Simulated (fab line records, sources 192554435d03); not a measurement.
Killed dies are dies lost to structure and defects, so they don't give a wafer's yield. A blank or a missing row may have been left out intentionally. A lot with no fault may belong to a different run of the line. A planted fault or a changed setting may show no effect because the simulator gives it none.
fab line records	flow n5Finfet	part 1 of 2: steps 1 to 21 of 28
record: lots: 5	wafers: 15	lastDay: 22
route steps=1938 shown BEOL_M7@1329 BEOL_M8@1332
lots untouched by any fault: they come from a run of this same line in which no faults occurred
startH: hours from the record's opening day to when the first of the lot's shown wafers began	waitH: hours elapsed since this lot's preceding step	" the same as in the row above	L1.1+2: several wafers, shown together as one row	- no value present, or no start provided	* or withheld: withheld	< > ~ a bound
route shown NAME@n: names a module that has steps shown in the file, with the first one's number in the route	usual: mean and standard deviation over wafers with no fault	same: alike in all rows	chamber/n: place in a boat	sites: each site's reading	_std_site: standard deviation across them	_edge_site: inner sites' mean taken away from outer sites' mean	radiusMm: how far each site lies from the wafer's centre	mask NAME#n: copy n	behind: the most recent tool/chamber to have shaped the wafer	hold: reason for holding the lot/hours on hold/outcome of the hold	device: the transistor (n, p or np) that didn't switch	end of line: the same wafers' tests at the end of the route	a step without rows: its recipe alone	killed: not the wafer's yield, but the dies lost to structure and defects at the first sort	map: dies across one wafer; x = killed, . = not, _ = none there
set.NAME: the setting the step ran with; set.NAME@STEP: the setting that earlier step ran with	model.NAME: the simulator's own value behind a step, which no gauge read
lots at some steps of the route; a table a step, a row a wafer
services: the hour from which a tool's chamber was out of use, counted from the record's first day as startH (under 0 if before that day), plus the number of hours and why
== steps ==
step: N5_BEOL_M7_DEP_56
recipe: material: SiCN	targetThkA: 100	tempC: withheld	precursor: 3MS/NH3	pressureTorr: 3	rfW: 202	timeS: 17.5
usual: rfFwdPowerW: 199.9/0.83	showerheadPlenumPTorr: 3.662/0.011	throttleValvePct: 9.1/0.37
lot.wafer	tool	chamber	startH	waitH	rfFwdPowerW	showerheadPlenumPTorr	throttleValvePct
L076.1	pecvd-02	1	266.89	0.0	199.8	3.664	8.8
L076.2	"	2	"	"	198.7	3.647	8.7
L076.3	"	0	"	"	199.2	3.672	9.3
L080.1	pecvd-02	1	289.15	0.0	199.9	3.663	8.8
L080.2	"	2	"	"	198.8	3.652	8.9
L080.6	"	1	"	"	199.8	3.664	9.0
L097.1	pecvd-02	0	401.15	0.0	199.4	3.668	9.4
L097.2	"	1	"	"	200.8	3.667	8.8
L097.6	"	1	"	"	200.7	3.657	8.8
L092.3	pecvd-01	0	420.26	0.0	199.1	3.663	9.9
L092.4	"	1	"	"	199.8	3.681	9.0
L092.6	"	2	"	"	198.9	3.655	8.5
L093.2	pecvd-01	2	427.27	0.0	200.9	3.676	8.5
L093.3	"	1	"	"	199.9	3.669	9.1
L093.6	"	2	"	"	201.0	3.679	8.8
step: N5_BEOL_M7_RS_MEAS_57
recipe: thkMeasGauge: four-point-probe	reads: Cu_of_BEOL_M7_ECD_50+Co_of_BEOL_M7_CVD_78+TaN_of_BEOL_M7_ALD_77
usual: M7_RS: 0.286/0.0067
lot.wafer	tool	chamber	startH	waitH	M7_RS[ohm/sq]
L076.1	filmMetro-02	-	266.96	0.1	0.289
L076.2	"	-	"	"	0.291
L076.3	"	-	"	"	0.288
L080.1	filmMetro-02	-	289.24	0.1	0.291
L080.2	"	-	"	"	0.281
L080.6	"	-	"	"	0.285
L097.1	filmMetro-02	-	401.22	0.1	0.282
L097.2	"	-	"	"	0.286
L097.6	"	-	"	"	0.288
L092.3	filmMetro-02	-	420.33	0.1	0.285
L092.4	"	-	"	"	0.287
L092.6	"	-	"	"	0.286
L093.2	filmMetro-02	-	427.34	0.1	0.286
L093.3	"	-	"	"	0.289
L093.6	"	-	"	"	0.291
step: N5_BEOL_M7_INSPECT_58
recipe: inspectInstrument: darkfield	mode: postDep
usual: rawDefectCount: 60/18
lot.wafer	tool	chamber	startH	waitH	rawDefectCount
L076.1	defectInspect-02	-	266.98	0.0	46
L076.2	"	-	"	"	46
L076.3	"	-	"	"	51
L080.1	defectInspect-02	-	289.27	0.0	45
L080.2	"	-	"	"	58
L080.6	"	-	"	"	72
L097.1	defectInspect-01	-	401.24	0.0	46
L097.2	"	-	"	"	38
L097.6	"	-	"	"	44
L092.3	defectInspect-02	-	420.35	0.0	63
L092.4	"	-	"	"	74
L092.6	"	-	"	"	55
L093.2	defectInspect-02	-	427.37	0.0	49
L093.3	"	-	"	"	38
L093.6	"	-	"	"	37
step: N5_BEOL_M8_ILD_DEP_00
recipe: material: SiCOH_lowk	targetThkA: 1797.5	tempC: 300	precursor: DEMS/porogen	pressureTorr: 5	rfW: 500	timeS: 33.4
usual: heaterPowerW: 290/40	rfFwdPowerW: 495.0/2.1	showerheadPlenumPTorr: 5.731/0.013	throttleValvePct: 13.9/0.48
lot.wafer	tool	chamber	startH	waitH	heaterPowerW	rfFwdPowerW	showerheadPlenumPTorr	throttleValvePct
L076.1	pecvd-03	0	267.02	0.0	345	492.5	5.743	14.1
L076.2	"	2	"	"	287	496.4	5.718	13.0
L076.3	"	1	"	"	296	495.8	5.711	14.2
L080.1	pecvd-03	0	289.30	0.0	320	492.6	5.753	14.1
L080.2	"	2	"	"	263	497.9	5.715	13.2
L080.6	"	1	"	"	287	492.7	5.717	14.1
L097.1	pecvd-04	0	401.28	0.0	320	497.8	5.723	13.9
L097.2	"	2	"	"	258	495.8	5.722	14.2
L097.6	"	2	"	"	255	495.5	5.717	14.5
L092.3	pecvd-02	1	420.39	0.0	245	499.4	5.750	13.6
L092.4	"	2	"	"	268	492.6	5.735	13.4
L092.6	"	0	"	"	323	497.3	5.732	14.2
L093.2	pecvd-04	0	427.40	0.0	274	493.7	5.712	14.0
L093.3	"	1	"	"	259	494.7	5.732	13.3
L093.6	"	0	"	"	284	494.4	5.725	14.0
step: N5_BEOL_M8_CURE_74
recipe: tempC: 385	timeS: 240	ambient: He/Ar	material: SiCOH_lowk
usual: lampPowerPct: 52.32/0.053	wafer_temp_C_max: 386.8/0.61
lot.wafer	tool	chamber	startH	waitH	lampPowerPct	wafer_temp_C_max
L076.1	uvCure-01	1	267.09	0.0	52.34	386.1
L076.2	"	1	"	"	52.36	386.4
L076.3	"	1	"	"	52.37	386.1
L080.1	uvCure-01	0	289.37	0.0	52.32	387.7
L080.2	"	0	"	"	52.27	387.2
L080.6	"	0	"	"	52.32	387.0
L097.1	uvCure-01	1	401.34	0.0	52.38	386.3
L097.2	"	1	"	"	52.32	386.7
L097.6	"	1	"	"	52.32	386.7
L092.3	uvCure-03	2	420.61	0.2	52.32	386.5
L092.4	"	2	"	"	52.36	386.4
L092.6	"	2	"	"	52.27	386.4
L093.2	uvCure-01	2	427.62	0.2	52.30	387.1
L093.3	"	2	"	"	52.30	386.6
L093.6	"	2	"	"	52.26	386.8
step: N5_BEOL_M8_THK_MEAS_01
recipe: reads: SiCOH_lowk_of_BEOL_M8_ILD_DEP_00
usual: M8_ILD_THK: 155.0/1.9
lot.wafer	tool	chamber	startH	waitH	M8_ILD_THK[nm]
L076.1	filmMetro-02	-	267.60	0.4	154.3
L076.2	"	-	"	"	155.1
L076.3	"	-	"	"	154.3
L080.1	filmMetro-01	-	289.88	0.4	149.8
L080.2	"	-	"	"	153.8
L080.6	"	-	"	"	154.1
L097.1	filmMetro-01	-	401.86	0.4	154.1
L097.2	"	-	"	"	157.4
L097.6	"	-	"	"	159.3
L092.3	filmMetro-02	-	420.97	0.3	154.2
L092.4	"	-	"	"	156.9
L092.6	"	-	"	"	155.5
L093.2	filmMetro-01	-	428.06	0.4	153.1
L093.3	"	-	"	"	154.4
L093.6	"	-	"	"	158.1
step: N5_BEOL_M8_PECVD_70
recipe: material: SiO2	targetThkA: 200	tempC: 400	precursor: TEOS/O2	pressureTorr: 5.5	rfW: 450	teosFlowSccm: 53.8	gas: O2	flowSccm: 3000	timeS: 22.7
usual: heaterPowerW: 666/77	rfFwdPowerW: 445.0/2	showerheadPlenumPTorr: 8.75/0.048	throttleValvePct: 22.3/0.69
lot.wafer	tool	chamber	startH	waitH	heaterPowerW	rfFwdPowerW	showerheadPlenumPTorr	throttleValvePct
L076.1	pecvd-02	0	267.64	0.0	805	447.6	8.78	22.7
L076.2	"	1	"	"	561	447.6	8.78	21.6
L076.3	"	2	"	"	710	442.3	8.74	22.1
L080.1	pecvd-03	0	289.92	0.0	790	442.0	8.79	22.7
L080.2	"	2	"	"	710	443.3	8.74	21.0
L080.6	"	0	"	"	791	443.8	8.79	23.2
L097.1	pecvd-04	1	401.89	0.0	591	445.6	8.83	21.6
L097.2	"	0	"	"	706	446.8	8.71	22.9
L097.6	"	2	"	"	557	446.4	8.76	22.8
L092.3	pecvd-03	2	421.02	0.1	708	445.4	8.76	20.8
L092.4	"	1	"	"	635	445.9	8.67	23.1
L092.6	"	1	"	"	627	444.1	8.67	23.0
L093.2	pecvd-02	0	428.09	0.0	765	447.3	8.80	22.7
L093.3	"	2	"	"	647	442.1	8.72	22.2
L093.6	"	1	"	"	660	448.5	8.77	21.9
step: N5_BEOL_M8_HM_DEP_02
recipe: material: TiN	targetThkA: 200	tempC: 25	chamberPressurePa: 0.49996
usual: throttleValvePct: 29.4/1
lot.wafer	tool	chamber	startH	waitH	throttleValvePct
L076.1	pvdSputter-02	-	268.00	0.3	30.0
L076.2	"	-	"	"	28.7
L076.3	"	-	"	"	31.1
L080.1	pvdSputter-01	-	291.54	1.6	28.7
L080.2	"	-	"	"	29.4
L080.6	"	-	"	"	29.9
L097.1	pvdSputter-03	-	405.23	3.3	29.2
L097.2	"	-	"	"	27.9
L097.6	"	-	"	"	29.5
L092.3	pvdSputter-02	-	421.63	0.6	28.6
L092.4	"	-	"	"	30.1
L092.6	"	-	"	"	28.7
L093.2	pvdSputter-03	-	428.55	0.4	28.7
L093.3	"	-	"	"	28.0
L093.6	"	-	"	"	29.1
step: N5_BEOL_M8_COAT_59
recipe: resist: SOC	tempC: 250	timeS: 60	spinRpm: 1500	resistThkNm: 100
usual: dispensePressureKPa: 50/4.4
lot.wafer	tool	chamber	startH	waitH	dispensePressureKPa
L076.1	lithoTrack-04	0	268.13	0.1	49
L076.2	"	0	"	"	49
L076.3	"	0	"	"	49
L080.1	lithoTrack-03	0	291.67	0.1	56
L080.2	"	0	"	"	56
L080.6	"	0	"	"	56
L097.1	lithoTrack-01	0	405.35	0.1	46
L097.2	"	0	"	"	46
L097.6	"	0	"	"	46
L092.3	lithoTrack-03	0	421.76	0.1	56
L092.4	"	0	"	"	56
L092.6	"	0	"	"	56
L093.2	lithoTrack-01	0	428.68	0.1	46
L093.3	"	0	"	"	46
L093.6	"	0	"	"	46
step: N5_BEOL_M8_COAT_60
recipe: resist: SiARC	tempC: 220	timeS: 60	spinRpm: 1500	resistThkNm: 35
usual: dispensePressureKPa: 50/4.4
lot.wafer	tool	chamber	startH	waitH	dispensePressureKPa
L076.1	lithoTrack-04	0	-	-	49
L076.2	"	0	"	"	49
L076.3	"	0	"	"	49
L080.1	lithoTrack-03	0	-	-	56
L080.2	"	0	"	"	56
L080.6	"	0	"	"	56
L097.1	lithoTrack-01	0	-	-	46
L097.2	"	0	"	"	46
L097.6	"	0	"	"	46
L092.3	lithoTrack-03	0	-	-	56
L092.4	"	0	"	"	56
L092.6	"	0	"	"	56
L093.2	lithoTrack-01	0	-	-	46
L093.3	"	0	"	"	46
L093.6	"	0	"	"	46
step: N5_BEOL_M8_COAT_05
recipe: resist: CAR-ArF	spinRpm: 1500	resistThkNm: 90
usual: dispensePressureKPa: 50/4.4
lot.wafer	tool	chamber	startH	waitH	dispensePressureKPa
L076.1	lithoTrack-04	0	-	-	49
L076.2	"	0	"	"	49
L076.3	"	0	"	"	49
L080.1	lithoTrack-03	0	-	-	56
L080.2	"	0	"	"	56
L080.6	"	0	"	"	56
L097.1	lithoTrack-01	0	-	-	46
L097.2	"	0	"	"	46
L097.6	"	0	"	"	46
L092.3	lithoTrack-03	0	-	-	56
L092.4	"	0	"	"	56
L092.6	"	0	"	"	56
L093.2	lithoTrack-01	0	-	-	46
L093.3	"	0	"	"	46
L093.6	"	0	"	"	46
step: N5_BEOL_M8_EBR_07
recipe: solvent: PGMEA	ebrWidthMm: 1.5
lot.wafer	tool	chamber	startH	waitH
L076.1+2+3	lithoTrack-04	0	-	-
L080.1+2+6	lithoTrack-03	0	-	-
L097.1+2+6	lithoTrack-01	0	-	-
L092.3+4+6	lithoTrack-03	0	-	-
L093.2+3+6	lithoTrack-01	0	-	-
step: N5_BEOL_M8_SOFTBAKE_06
recipe: tempC: 110	timeS: 60	resist: CAR-ArF
lot.wafer	tool	chamber	startH	waitH
L076.1+2+3	lithoTrack-04	0	-	-
L080.1+2+6	lithoTrack-03	0	-	-
L097.1+2+6	lithoTrack-01	0	-	-
L092.3+4+6	lithoTrack-03	0	-	-
L093.2+3+6	lithoTrack-01	0	-	-
step: N5_BEOL_M8_EXPOSE_08
recipe: maskId: M8	na: 1.35	sourceShape: dipole	sigmaInner: 0.817	sigmaOuter: 0.97	polarization: te	doseMj: 68.25
same: sigmaOuter: 0.97
lot.wafer	tool	chamber	startH	waitH	mask
L076.1+2+3	arfiScanner-03	0	268.37	-	M8#0
L080.1+2+6	arfiScanner-02	0	291.91	-	M8#0
L097.1+2+6	arfiScanner-02	0	405.59	-	M8#0
L092.3+4+6	arfiScanner-03	0	421.89	-	M8#0
L093.2+3+6	arfiScanner-02	0	428.93	-	M8#0
step: N5_BEOL_M8_PEB_09
recipe: pebTempC: withheld	pebTimeS: 60	resist: CAR-ArF
lot.wafer	tool	chamber	startH	waitH
L076.1+2+3	lithoTrack-03	0	268.43	0.1
L080.1+2+6	lithoTrack-03	0	291.97	0.1
L097.1+2+6	lithoTrack-04	0	405.66	0.1
L092.3+4+6	lithoTrack-04	0	421.94	0.0
L093.2+3+6	lithoTrack-01	0	428.98	0.0
step: N5_BEOL_M8_DEVELOP_10
recipe: developTimeS: 30	developer: TMAH	resist: CAR-ArF	rinseLiquid: diw	dry: airSpin	devTempC: 23
lot.wafer	tool	chamber	startH	waitH
L076.1+2+3	lithoTrack-03	0	-	-
L080.1+2+6	lithoTrack-03	0	-	-
L097.1+2+6	lithoTrack-04	0	-	-
L092.3+4+6	lithoTrack-04	0	-	-
L093.2+3+6	lithoTrack-01	0	-	-
step: N5_BEOL_M8_CD_MEAS_11
recipe: targetCdNm: 38.5	landingEnergyEv: 500	detector: seInlens	polarity: opening
usual: cdNm: 38.5/0.44
lot.wafer	tool	chamber	startH	waitH	cdNm
L076.1	cdSem-01	0	268.50	-	38.1
L076.2	"	0	"	"	38.5
L076.3	"	0	"	"	38.4
L080.1	cdSem-02	0	292.04	-	38.3
L080.2	"	0	"	"	38.4
L080.6	"	0	"	"	37.8
L097.1	cdSem-01	0	405.72	-	38.4
L097.2	"	0	"	"	38.5
L097.6	"	0	"	"	38.3
L092.3	cdSem-02	0	422.01	-	38.7
L092.4	"	0	"	"	39.0
L092.6	"	0	"	"	39.0
L093.2	cdSem-03	0	429.05	-	37.6
L093.3	"	0	"	"	38.1
L093.6	"	0	"	"	38.3
step: N5_BEOL_M8_OVL_MEAS_12
recipe: pointsPerWafer: 44
usual: M8_OVL: -0.1/0.7
lot.wafer	tool	chamber	startH	waitH	M8_OVL[nm]
L076.1	overlay-01	0	268.53	0.0	-0.1
L076.2	"	0	"	"	-1.4
L076.3	"	0	"	"	-0.9
L080.1	overlay-02	0	292.07	0.0	-1.1
L080.2	"	0	"	"	-1.0
L080.6	"	0	"	"	-0.5
L097.1	overlay-02	0	405.75	0.0	0.2
L097.2	"	0	"	"	0.5
L097.6	"	0	"	"	0.1
L092.3	overlay-01	0	422.04	0.0	-0.2
L092.4	"	0	"	"	-0.4
L092.6	"	0	"	"	-0.7
L093.2	overlay-02	0	429.08	0.0	-0.1
L093.3	"	0	"	"	-0.2
L093.6	"	0	"	"	-0.1
step: N5_BEOL_M8_INSPECT_13
recipe: mode: adi	inspectInstrument: brightfield
usual: rawDefectCount: 381/91
lot.wafer	tool	chamber	startH	waitH	rawDefectCount
L076.1	defectInspect-02	-	268.55	0.0	213
L076.2	"	-	"	"	224
L076.3	"	-	"	"	309
L080.1	defectInspect-02	-	292.10	0.0	276
L080.2	"	-	"	"	487
L080.6	"	-	"	"	384
L097.1	defectInspect-02	-	405.78	0.0	344
L097.2	"	-	"	"	332
L097.6	"	-	"	"	327
L092.3	defectInspect-02	-	422.06	0.0	400
L092.4	"	-	"	"	514
L092.6	"	-	"	"	440
L093.2	defectInspect-01	-	429.10	0.0	318
L093.3	"	-	"	"	210
L093.6	"	-	"	"	347
step: N5_BEOL_M8_DESCUM_16
recipe: chemistry: O2	timeS: 7.9	sourcePowerW: 50	biasPowerW: 20	pressureMtorr: 20	rfFrequencyHz: 2.712e+07	tempC: 40	resist: CAR-ArF	o2FlowSccm: 225
usual: chamberPressureMTorr: 20.001/0.018	drypumpMotorCurrentA: 5.6/0.43	oesProductAu: 0.83/0.09	rfFwdPowerW: 49.43/0.22	rfVppV: 243.5/1.5	showerheadPlenumPTorr: 2.12/0.078	throttleValvePct: 20.42/0.18
lot.wafer	tool	chamber	startH	waitH	chamberPressureMTorr	drypumpMotorCurrentA	oesProductAu	rfFwdPowerW	rfHoursCounterH	rfVppV	showerheadPlenumPTorr	throttleValvePct
L076.1	rieDiel-02	1	268.59	0.0	19.998	5.7	0.72	49.44	196	243.6	2.17	20.45
L076.2	"	3	"	"	20.025	5.6	0.74	49.28	175	242.6	2.00	20.65
L076.3	"	0	"	"	20.010	5.6	0.68	49.72	220	242.6	1.98	20.42
L080.1	rieDiel-04	0	292.13	0.0	20.006	6.1	0.89	49.19	40	245.3	2.22	20.31
L080.2	"	3	"	"	20.001	5.1	0.94	49.66	19	243.2	2.14	20.33
L080.6	"	3	"	"	20.005	5.1	0.94	49.66	-	243.0	2.14	20.32
L097.1	rieDiel-02	2	405.93	0.2	20.019	5.7	0.73	49.51	172	245.0	2.17	20.60
L097.2	"	3	"	"	20.007	5.6	0.71	49.26	218	239.9	1.99	20.74
L097.6	"	0	"	"	20.014	5.6	0.96	49.71	-	245.1	2.24	20.08
L092.3	rieDiel-04	0	422.09	0.0	19.986	6.1	0.85	49.62	74	245.9	2.20	20.33
L092.4	"	3	"	"	20.004	5.1	0.87	49.49	59	243.3	2.13	20.39
L092.6	"	3	"	"	19.971	5.2	0.87	49.54	-	242.6	2.13	20.39
L093.2	rieDiel-05	0	429.14	0.0	19.997	6.3	0.81	49.27	83	242.9	2.11	20.46
L093.3	"	1	"	"	20.019	5.4	0.83	49.61	75	243.1	2.21	20.27
L093.6	"	2	"	"	20.000	5.7	0.86	49.08	-	244.2	2.13	20.47
step: N5_BEOL_M8_ETCH_61
recipe: chemistry: CF4	target: SiARC	targetDepthA: 455	maskMaterial: CAR-ArF	timeS: 75.8	ionEnergyEv: 80	pressureMtorr: 40	sourceW: 545	biasW: 36	Ar_flow_sccm: 100	cf4FlowSccm: 100	ends: cleared
usual: biasW: 36.01/0.1	chamberPressureMTorr: 40.00/0.035	drypumpMotorCurrentA: 5.6/0.44	etchRfOnTimeS: 75.8/1.2	oesProductAu: 0.71/0.077	rfFwdPowerW: 540.0/2	rfVppV: 184.3/1.2	showerheadPlenumPTorr: 2.17/0.075	throttleValvePct: 15.59/0.2
lot.wafer	tool	chamber	startH	waitH	biasW	chamberPressureMTorr	drypumpMotorCurrentA	etchRfOnTimeS	oesProductAu	rfFwdPowerW	rfHoursCounterH	rfVppV	showerheadPlenumPTorr	throttleValvePct
L076.1	rieDiel-02	1	268.62	0.0	36.02	40.00	5.7	75.4	0.61	538.8	196	185.1	2.21	15.68
L076.2	"	3	"	"	36.01	39.93	5.6	78.3	0.63	536.3	175	182.7	2.05	15.82
L076.3	"	0	"	"	35.92	39.94	5.6	76.5	0.59	542.9	220	181.7	2.04	15.66
L080.1	rieDiel-04	0	292.17	0.0	35.99	39.95	6.1	74.0	0.76	541.1	40	184.3	2.27	15.46
L080.2	"	3	"	"	35.97	39.97	5.1	75.2	0.80	541.3	19	184.7	2.18	15.40
L080.6	"	3	"	"	36.00	39.96	5.1	75.3	0.81	541.0	-	184.2	2.18	15.40
L097.1	rieDiel-02	2	405.97	0.0	35.99	39.97	5.7	75.5	0.63	537.9	172	185.2	2.21	15.79
L097.2	"	3	"	"	36.21	40.04	5.6	78.3	0.60	537.8	218	182.5	2.03	15.93
L097.6	"	0	"	"	35.97	40.02	5.6	75.5	0.83	540.7	-	185.1	2.28	15.25
L092.3	rieDiel-04	0	422.13	0.0	35.88	40.00	6.1	74.2	0.72	539.1	74	185.4	2.26	15.54
L092.4	"	3	"	"	36.11	39.98	5.1	74.9	0.74	541.7	59	185.0	2.17	15.47
L092.6	"	3	"	"	36.01	39.94	5.1	74.5	0.75	542.9	-	184.2	2.17	15.47
L093.2	rieDiel-05	0	429.17	0.0	35.98	39.96	6.3	78.0	0.69	538.1	83	184.7	2.16	15.57
L093.3	"	1	"	"	35.94	40.02	5.4	76.8	0.70	543.5	75	184.8	2.25	15.43
L093.6	"	2	"	"	36.02	40.01	5.7	75.7	0.74	538.0	-	184.3	2.17	15.62
